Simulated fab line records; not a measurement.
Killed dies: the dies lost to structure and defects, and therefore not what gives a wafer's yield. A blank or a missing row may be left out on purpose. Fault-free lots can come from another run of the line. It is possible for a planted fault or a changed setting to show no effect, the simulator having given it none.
Matching of chambers + flow n5 finfet + N5_BEOL_M3_DESCUM_16 on rie diel-01: 4 sister chambers
The step chemistry O2, time 7 s. 4 wafers are shown with their chamber, then 12 later ones without.

WAFERS PAIRED WITH THEIR CHAMBERS
| wafer  | chamber | drypump motor current A (A) |
|--------|---------|-----------------------------|
| L086.3 | 0       | 6.3                         |
| L090.2 | 3       | 5.3                         |
| L090.3 | 1       | 5.8                         |
| L090.6 | 2       | 5.1                         |

WAFERS MISSING THEIR CHAMBER
| wafer  | drypump motor current A (A) |
|--------|-----------------------------|
| L089.1 | 5.1                         |
| L089.3 | 5.2                         |
| L089.6 | 6.3                         |
| L091.4 | 5.1                         |
| L091.5 | 6.3                         |
| L091.6 | 5.3                         |
| L096.2 | 5.1                         |
| L096.5 | 5.3                         |
| L096.6 | 5.1                         |
| L097.2 | 5.8                         |
| L097.4 | 6.4                         |
| L097.6 | 5.1                         |

WHICH CHAMBER EACH WENT THROUGH
| wafer  | from the rows above     | in truth |
|--------|-------------------------|----------|
| L089.1 | 2                       | 2        |
| L089.3 | can't be placed: 3 or 2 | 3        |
| L089.6 | 0                       | 0        |
| L091.4 | 2                       | 2        |
| L091.5 | 0                       | 0        |
| L091.6 | 3                       | 3        |
| L096.2 | 2                       | 2        |
| L096.5 | 3                       | 3        |
| L096.6 | 2                       | 2        |
| L097.2 | 1                       | 1        |
| L097.4 | 0                       | 0        |
| L097.6 | 2                       | 2        |
Correctly placed: 11 of 12. Not placeable from these rows: 1 (in 1, the candidates include the true chamber). 0 placed wrongly.
How it was worked out, from the rows above alone: a wafer's distance from a chamber is the root of the sum, over the readings, of the square of ((its reading less the chamber's mean) divided by the reading's scatter). If the next closest chamber is less than 2 further off than the closest, the wafer can't be placed; otherwise it belongs to the closest. For every chamber, the mean is computed from those of its wafers that are shown. The scatter: with one shown wafer a chamber, the root of the mean of the squares of how far each hidden wafer lies from its nearest shown one.
